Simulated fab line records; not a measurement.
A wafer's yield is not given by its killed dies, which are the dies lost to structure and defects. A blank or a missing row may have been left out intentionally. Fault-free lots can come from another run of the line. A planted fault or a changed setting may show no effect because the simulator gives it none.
fab line records + flow n5-finfet + part 2 of 2: steps 22 to 31 of 31
[record]
- lots = 5
- wafers = 15
- last-day = 17
route steps=1938 shown BEOL_M0_SAQP@674 BEOL_M0_CUTY@701
lots untouched by any fault: they come from a run of this same line in which no faults occurred
start-h: start of the lot's first displayed wafer, in hours after the record's first day + wait-h: hours from the lot's prior step to this one + " same as the row above + L1.1+2: several wafers, shown together as one row + - either no value or no given start + * or withheld: withheld + < > ~ a bound
route shown NAME@n: a module of which the file shows steps, and the number in the route of the first + usual: the fault-free wafers' mean and standard deviation + same: alike in all rows + chamber/n: place in a boat + sites: each site's reading + _std_site: standard deviation of those values + _edge_site: mean of outer sites minus mean of inner sites + radius-mm: how far each site lies from the wafer's centre + mask NAME#n: copy n + behind: the most recent tool/chamber to have shaped the wafer + hold: why the lot was held/for how many hours/how that ended + device: the transistor (n, p or np) that didn't switch + end of line: the tests these same wafers got at the end of their route + for a step that has no rows: nothing shown but its recipe + killed: not the wafer's yield, but the dies lost to structure and defects at the first sort + map: a wafer's dies, marking killed ones x, the rest . and places with no die _
set.NAME: setting as actually run; set.NAME@STEP: the setting as run at that earlier step + model.NAME: the simulator's own value behind a step, which no gauge read
lots at some steps of the route; a table a step, a row a wafer
services: a tool's chamber out of use, with start hour (start-h, from the record's first day; less than 0 if before it), hours out, and reason
[[steps]]
[step N5_BEOL_M0_SAQP_CUT_ETCH_46]
[recipe]
- chemistry = N2/H2
- target = SOC
- target-depth-a = 1350
- overetch-a = 270
- temp-c = 40
- time-s = 202.5
- ion-energy-ev = 200
- mask-material = SiARC
- pressure-mtorr = 30
- source-w = 840
- bias-w = 150
- n2-flow-sccm = 200
- h2-flow-sccm = 200
[usual]
- drypump-motor-current-A = 5.8/0.42
- rf-vpp-V = 524.7/2.9
- showerhead-plenum-p-Torr = 2.57/0.1
- throttle-valve-pct = 17.81/0.18
| lot.wafer | tool        | chamber | start-h | wait-h | drypump-motor-current-A | rf-hours-counter-h | rf-vpp-V | showerhead-plenum-p-Torr | throttle-valve-pct |
|-----------|-------------|---------|---------|--------|-------------------------|--------------------|----------|--------------------------|--------------------|
| L075.3    | rie-diel-03 | 1       | 123.33  | 0.0    | 6.0                     | 170                | 519.4    | 2.42                     | 17.76              |
| L075.4    | "           | 2       | "       | "      | 6.2                     | -                  | 525.0    | 2.58                     | 17.50              |
| L075.6    | "           | 2       | "       | "      | 6.2                     | -                  | 526.8    | 2.58                     | 17.49              |
| L087.2    | rie-diel-05 | 0       | 187.92  | 0.0    | 6.3                     | 51                 | 522.2    | 2.48                     | 18.09              |
| L087.3    | "           | 2       | "       | "      | 5.5                     | 71                 | 528.1    | 2.69                     | 17.81              |
| L087.6    | "           | 0       | "       | "      | 6.3                     | -                  | 521.2    | 2.48                     | 18.08              |
| L089.3    | rie-diel-03 | 0       | 203.41  | 0.0    | 5.4                     | 159                | 524.9    | 2.54                     | 17.94              |
| L089.5    | "           | 2       | "       | "      | 6.2                     | -                  | 524.5    | 2.57                     | 17.57              |
| L089.6    | "           | 3       | "       | "      | 6.1                     | -                  | 527.5    | 2.71                     | 17.96              |
| L096.2    | rie-diel-05 | 0       | 244.08  | 0.0    | 6.3                     | 68                 | 522.2    | 2.48                     | 18.12              |
| L096.5    | "           | 2       | "       | "      | 5.5                     | -                  | 528.5    | 2.68                     | 17.88              |
| L096.6    | "           | 0       | "       | "      | 6.3                     | -                  | 521.1    | 2.48                     | 18.11              |
| L097.2    | rie-diel-03 | 2       | 248.67  | 0.0    | 6.2                     | 90                 | 524.0    | 2.57                     | 17.58              |
| L097.4    | "           | 3       | "       | "      | 6.1                     | 36                 | 529.0    | 2.71                     | 17.99              |
| L097.5    | "           | 3       | "       | "      | 6.1                     | -                  | 528.8    | 2.71                     | 17.98              |
[step N5_BEOL_M0_SAQP_STRIP_74]
[recipe]
- chemistry = N2/H2
- temp-c = 40
- n2-flow-sccm = 200
- h2-flow-sccm = 200
- rf-frequency-hz = 6e+07
| lot.wafer  | tool        | chamber | start-h | wait-h |
|------------|-------------|---------|---------|--------|
| L075.3+4+6 | rie-diel-03 | 1,2,2   | 123.57  | 0.2    |
| L087.2+3+6 | rie-diel-05 | 0,2,0   | 188.08  | 0.1    |
| L089.3+5+6 | rie-diel-03 | 0,2,3   | 203.57  | 0.1    |
| L096.2+5+6 | rie-diel-05 | 0,2,0   | 244.23  | 0.1    |
| L097.2+4+5 | rie-diel-03 | 2,3,3   | 248.83  | 0.1    |
[step N5_BEOL_M0_SAQP_STRIP_89]
[recipe]
- chemistry = N2/H2
- temp-c = 40
- n2-flow-sccm = 200
- h2-flow-sccm = 200
- rf-frequency-hz = 6e+07
| lot.wafer  | tool        | chamber | start-h | wait-h |
|------------|-------------|---------|---------|--------|
| L075.3+4+6 | rie-diel-03 | 1,2,2   | 123.58  | 0.0    |
| L087.2+3+6 | rie-diel-05 | 0,2,0   | 188.09  | 0.0    |
| L089.3+5+6 | rie-diel-03 | 0,2,3   | 203.58  | 0.0    |
| L096.2+5+6 | rie-diel-05 | 0,2,0   | 244.24  | 0.0    |
| L097.2+4+5 | rie-diel-03 | 2,3,3   | 248.84  | 0.0    |
[step N5_BEOL_M0_SAQP_ALD_48]
[recipe]
- material = SiO2
- target-thk-a = 200
- temp-c = 100
- ald-precursor-family = BDEAS
- ald-co-reactant = O2-plasma
- pulse-time-s = 1
- co-reactant-pulse-time-s = 1
- purge-time-s = 2
- co-reactant-purge-time-s = 2
- ald-cycles = 139
- pressure-torr = 2
[usual]
- heater-power-w = 72/6.8
- precursor-pulse-height-rel = 1.001/0.02
[same]
- purge-time-s = 2
| lot.wafer | tool       | chamber | start-h | wait-h | heater-power-w | precursor-pulse-height-rel |
|-----------|------------|---------|---------|--------|----------------|----------------------------|
| L075.3    | ald-sin-04 | 2       | 124.59  | 1.0    | 75             | 1.009                      |
| L075.4    | "          | 1       | "       | "      | 65             | 1.011                      |
| L075.6    | "          | 1       | "       | "      | 67             | 1.000                      |
| L087.2    | ald-sin-04 | 0       | 188.75  | 0.7    | 76             | 1.015                      |
| L087.3    | "          | 1       | "       | "      | 68             | 0.988                      |
| L087.6    | "          | 3       | "       | "      | 68             | 1.012                      |
| L089.3    | ald-sin-04 | 2       | 203.70  | 0.1    | 75             | 1.041                      |
| L089.5    | "          | 0       | "       | "      | 79             | 0.989                      |
| L089.6    | "          | 3       | "       | "      | 67             | 1.013                      |
| L096.2    | ald-sin-03 | 3       | 244.28  | 0.0    | 82             | 1.011                      |
| L096.5    | "          | 0       | "       | "      | 66             | 1.017                      |
| L096.6    | "          | 3       | "       | "      | 81             | 1.019                      |
| L097.2    | ald-sin-03 | 0       | 249.35  | 0.5    | 66             | 0.975                      |
| L097.4    | "          | 3       | "       | "      | 82             | 0.996                      |
| L097.5    | "          | 2       | "       | "      | 72             | 1.009                      |
[step N5_BEOL_M0_SAQP_ETCH_49]
[recipe]
- chemistry = CF4/O2
- target-depth-a = 370
- target = SiO2
- pressure-mtorr = 40
- source-w = 535
- bias-w = 49
- Ar_flow_sccm = 100
- cf4-flow-sccm = 100
- O2_flow_sccm = 10
- ion-energy-ev = 100
[usual]
- cf4-flow-sccm = 100.0/0.31
- drypump-motor-current-A = 5.7/0.47
- oes-product-au = 0.81/0.073
- rf-vpp-V = 239.3/2.5
- showerhead-plenum-p-Torr = 2.23/0.081
- throttle-valve-pct = 15.81/0.15
| lot.wafer | tool        | chamber | start-h | wait-h | cf4-flow-sccm | drypump-motor-current-A | oes-product-au | rf-hours-counter-h | rf-vpp-V | showerhead-plenum-p-Torr | throttle-valve-pct |
|-----------|-------------|---------|---------|--------|---------------|-------------------------|----------------|--------------------|----------|--------------------------|--------------------|
| L075.3    | rie-diel-05 | 2       | 125.11  | 0.3    | 99.5          | 5.5                     | 0.89           | 51                 | 241.8    | 2.32                     | 15.64              |
| L075.4    | "           | 3       | "       | "      | 100.3         | 5.3                     | 0.71           | 213                | 238.5    | 2.19                     | 15.82              |
| L075.6    | "           | 1       | "       | "      | 100.0         | 5.3                     | 0.90           | -                  | 239.7    | 2.33                     | 15.55              |
| L087.2    | rie-diel-05 | 2       | 189.31  | 0.3    | 99.7          | 5.4                     | 0.85           | 71                 | 243.8    | 2.31                     | 15.70              |
| L087.3    | "           | 3       | "       | "      | 99.9          | 5.3                     | 0.70           | 233                | 237.2    | 2.18                     | 15.85              |
| L087.6    | "           | 0       | "       | "      | 100.1         | 6.3                     | 0.86           | -                  | 241.2    | 2.15                     | 16.00              |
| L089.3    | rie-diel-05 | 1       | 204.23  | 0.3    | 99.7          | 5.3                     | 0.86           | 62                 | 239.4    | 2.32                     | 15.61              |
| L089.5    | "           | 3       | "       | "      | 100.3         | 5.4                     | 0.70           | -                  | 238.2    | 2.18                     | 15.85              |
| L089.6    | "           | 2       | "       | "      | 99.6          | 5.4                     | 0.85           | -                  | 241.8    | 2.31                     | 15.70              |
| L096.2    | rie-diel-05 | 0       | 244.80  | 0.3    | 99.8          | 6.3                     | 0.85           | 69                 | 239.9    | 2.15                     | 16.03              |
| L096.5    | "           | 2       | "       | "      | 99.6          | 5.4                     | 0.83           | -                  | 241.5    | 2.31                     | 15.73              |
| L096.6    | "           | 0       | "       | "      | 100.1         | 6.3                     | 0.84           | -                  | 240.7    | 2.15                     | 16.03              |
| L097.2    | rie-diel-04 | 3       | 249.90  | 0.3    | 99.9          | 6.1                     | 0.73           | 179                | 234.9    | 2.11                     | 15.86              |
| L097.4    | "           | 0       | "       | "      | 100.3         | 6.3                     | 0.72           | 197                | 239.9    | 2.19                     | 15.84              |
| L097.5    | "           | 1       | "       | "      | 100.5         | 5.3                     | 0.83           | -                  | 233.6    | 2.15                     | 16.14              |
[step N5_BEOL_M0_SAQP_STRIP_75]
[recipe]
- chemistry = CF4
- resist = SiARC
- power-w = 300
- bias-power-w = 75
- pressure-mtorr = 50
- cf4-flow-sccm = 150
- rf-frequency-hz = 6e+07
[usual]
- cf4-flow-sccm = 150.0/0.42
- drypump-motor-current-A = 5.7/0.46
- oes-product-au = 0.186/0.017
- rf-vpp-V = 271.4/1.7
- showerhead-plenum-p-Torr = 1.81/0.065
- throttle-valve-pct = 13.54/0.15
| lot.wafer | tool        | chamber | start-h | wait-h | cf4-flow-sccm | drypump-motor-current-A | oes-product-au | rf-hours-counter-h | rf-vpp-V | showerhead-plenum-p-Torr | throttle-valve-pct |
|-----------|-------------|---------|---------|--------|---------------|-------------------------|----------------|--------------------|----------|--------------------------|--------------------|
| L075.3    | rie-diel-05 | 2       | 125.21  | 0.1    | 149.8         | 5.4                     | 0.208          | 51                 | 273.4    | 1.89                     | 13.38              |
| L075.4    | "           | 3       | "       | "      | 149.9         | 5.3                     | 0.163          | 213                | 270.3    | 1.78                     | 13.59              |
| L075.6    | "           | 1       | "       | "      | 150.3         | 5.3                     | 0.206          | -                  | 274.0    | 1.90                     | 13.27              |
| L087.2    | rie-diel-05 | 2       | 189.41  | 0.1    | 150.4         | 5.4                     | 0.200          | 72                 | 272.5    | 1.88                     | 13.42              |
| L087.3    | "           | 3       | "       | "      | 150.2         | 5.3                     | 0.165          | 233                | 269.9    | 1.77                     | 13.62              |
| L087.6    | "           | 0       | "       | "      | 149.8         | 6.4                     | 0.194          | -                  | 270.3    | 1.75                     | 13.68              |
| L089.3    | rie-diel-05 | 1       | 204.33  | 0.1    | 149.5         | 5.3                     | 0.205          | 62                 | 272.4    | 1.89                     | 13.34              |
| L089.5    | "           | 3       | "       | "      | 149.4         | 5.3                     | 0.165          | -                  | 270.1    | 1.77                     | 13.63              |
| L089.6    | "           | 2       | "       | "      | 150.8         | 5.4                     | 0.201          | -                  | 273.2    | 1.88                     | 13.42              |
| L096.2    | rie-diel-05 | 0       | 244.90  | 0.1    | 149.7         | 6.3                     | 0.194          | 69                 | 270.8    | 1.75                     | 13.71              |
| L096.5    | "           | 2       | "       | "      | 150.3         | 5.4                     | 0.191          | -                  | 271.9    | 1.88                     | 13.45              |
| L096.6    | "           | 0       | "       | "      | 150.0         | 6.3                     | 0.187          | -                  | 269.2    | 1.75                     | 13.72              |
| L097.2    | rie-diel-04 | 3       | 250.00  | 0.1    | 149.9         | 6.0                     | 0.169          | 179                | 269.3    | 1.73                     | 13.65              |
| L097.4    | "           | 0       | "       | "      | 149.9         | 6.3                     | 0.160          | 197                | 270.8    | 1.78                     | 13.61              |
| L097.5    | "           | 1       | "       | "      | 150.1         | 5.4                     | 0.187          | -                  | 269.0    | 1.75                     | 13.82              |
[step N5_BEOL_M0_CUTY_COAT_50]
[recipe]
- resist = SiARC
- temp-c = 220
- time-s = 60
- spin-rpm = 1500
- resist-thk-nm = 15
| lot.wafer  | tool           | chamber | start-h | wait-h |
|------------|----------------|---------|---------|--------|
| L075.3+4+6 | litho-track-03 | 0       | 125.26  | 0.0    |
| L087.2+3+6 | litho-track-03 | 0       | 189.45  | 0.0    |
| L089.3+5+6 | litho-track-03 | 0       | 204.37  | 0.0    |
| L096.2+5+6 | litho-track-03 | 0       | 244.95  | 0.0    |
| L097.2+4+5 | litho-track-05 | 0       | 250.04  | 0.0    |
[step N5_BEOL_M0_CUTY_COAT_51]
[recipe]
- resist = CAR-ArF-block
- spin-rpm = 1500
- resist-thk-nm = 150
| lot.wafer  | tool           | chamber | start-h | wait-h |
|------------|----------------|---------|---------|--------|
| L075.3+4+6 | litho-track-03 | 0       | -       | -      |
| L087.2+3+6 | litho-track-03 | 0       | -       | -      |
| L089.3+5+6 | litho-track-03 | 0       | -       | -      |
| L096.2+5+6 | litho-track-03 | 0       | -       | -      |
| L097.2+4+5 | litho-track-05 | 0       | -       | -      |
[step N5_BEOL_M0_CUTY_EBR_52]
[recipe]
- solvent = PGMEA
- ebr-width-mm = 1.5
| lot.wafer  | tool           | chamber | start-h | wait-h |
|------------|----------------|---------|---------|--------|
| L075.3+4+6 | litho-track-03 | 0       | -       | -      |
| L087.2+3+6 | litho-track-03 | 0       | -       | -      |
| L089.3+5+6 | litho-track-03 | 0       | -       | -      |
| L096.2+5+6 | litho-track-03 | 0       | -       | -      |
| L097.2+4+5 | litho-track-05 | 0       | -       | -      |
[step N5_BEOL_M0_CUTY_SOFTBAKE_53]
[recipe]
- temp-c = 110
- time-s = 60
- resist = CAR-ArF-block
| lot.wafer  | tool           | chamber | start-h | wait-h |
|------------|----------------|---------|---------|--------|
| L075.3+4+6 | litho-track-03 | 0       | -       | -      |
| L087.2+3+6 | litho-track-03 | 0       | -       | -      |
| L089.3+5+6 | litho-track-03 | 0       | -       | -      |
| L096.2+5+6 | litho-track-03 | 0       | -       | -      |
| L097.2+4+5 | litho-track-05 | 0       | -       | -      |
[[services]]
| tool           | chamber | start-h | hours | kind   |
|----------------|---------|---------|-------|--------|
| ald-sin-01     | -       | 99.31   | 2.8   | pm     |
| euv-scanner-01 | -       | 100.86  | 5.8   | pm     |
| ald-sin-04     | -       | 104.09  | 1.6   | repair |
| euv-scanner-02 | -       | 116.90  | 1.0   | pm     |
| euv-scanner-02 | -       | 118.08  | 1.0   | repair |
| ald-sin-04     | -       | 134.13  | 3.2   | repair |
| ald-sin-03     | -       | 153.63  | 2.8   | pm     |
| euv-scanner-02 | -       | 153.70  | 12.0  | pm     |
| rie-diel-04    | 3       | 158.32  | 14.6  | repair |
| euv-scanner-01 | -       | 165.70  | 1.0   | pm     |
| rie-diel-03    | 2       | 166.17  | 6.7   | repair |
| rie-si-05      | -       | 169.91  | 4.2   | repair |
| euv-scanner-02 | -       | 173.05  | 1.0   | pm     |
| rie-diel-04    | 3       | 193.36  | 5.3   | repair |
| ald-sin-01     | 1       | 197.73  | 12.1  | repair |
| rie-si-03      | -       | 208.18  | 2.8   | pm     |
| rie-si-01      | -       | 210.06  | 1.2   | repair |
| rie-diel-04    | 3       | 210.71  | 1.6   | repair |
| euv-scanner-01 | -       | 217.10  | 1.0   | pm     |
| rie-si-01      | 1       | 224.50  | 4.7   | repair |
| euv-scanner-02 | -       | 229.23  | 1.0   | pm     |
| rie-diel-05    | 1       | 245.40  | 1.7   | repair |
| euv-scanner-01 | -       | 246.19  | 1.1   | repair |
| euv-scanner-01 | -       | 249.21  | 4.6   | pm     |
